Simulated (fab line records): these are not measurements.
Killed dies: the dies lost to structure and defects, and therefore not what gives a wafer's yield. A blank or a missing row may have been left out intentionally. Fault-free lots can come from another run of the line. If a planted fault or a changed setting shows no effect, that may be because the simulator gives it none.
Chamber matching	flow n5 finfet	N5_BEOL_M7_VIA_ETCH_34 on rie diel-06: 4 sister chambers
The step etches SiCOH lowk in C4F6/O2, target depth 125.5 nm, time 50.5 s. 4 wafers are shown with their chamber, then 10 later ones without.

== WAFERS PAIRED WITH THEIR CHAMBERS ==
wafer	chamber	showerhead plenum p Torr (Torr)
L091.4	0	2.74
L091.6	1	2.67
L093.1	2	3.05
L093.2	3	2.70

== WAFERS WITHOUT THEIR CHAMBER ==
wafer	showerhead plenum p Torr (Torr)
L093.5	3.05
L092.1	2.70
L092.3	3.05
L092.4	2.74
L095.4	2.66
L095.5	2.66
L095.6	3.05
L096.3	2.69
L096.5	2.69
L096.6	2.74

== CHAMBER TAKEN BY EACH ==
wafer	from the rows above	in truth
L093.5	2	2
L092.1	3	3
L092.3	2	2
L092.4	0	0
L095.4	1	1
L095.5	1	1
L095.6	2	2
L096.3	can't be placed: 3 or 1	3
L096.5	can't be placed: 3 or 1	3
L096.6	0	0
Placed correctly: 8 of 10. From these rows, 2 cannot be placed; in 2 the true chamber is one of the candidates. Number placed wrongly: 0.
How it was worked out, from the rows above alone: a wafer's distance from a chamber is the root of the sum, over the readings, of the square of ((its reading less the chamber's mean) divided by the reading's scatter). If the next closest chamber is less than 2 further off than the closest, the wafer can't be placed; otherwise it belongs to the closest. For every chamber, the mean is computed from those of its wafers that are shown. The scatter: root of mean squared gap, hidden wafer to nearest shown wafer, with one shown wafer a chamber.
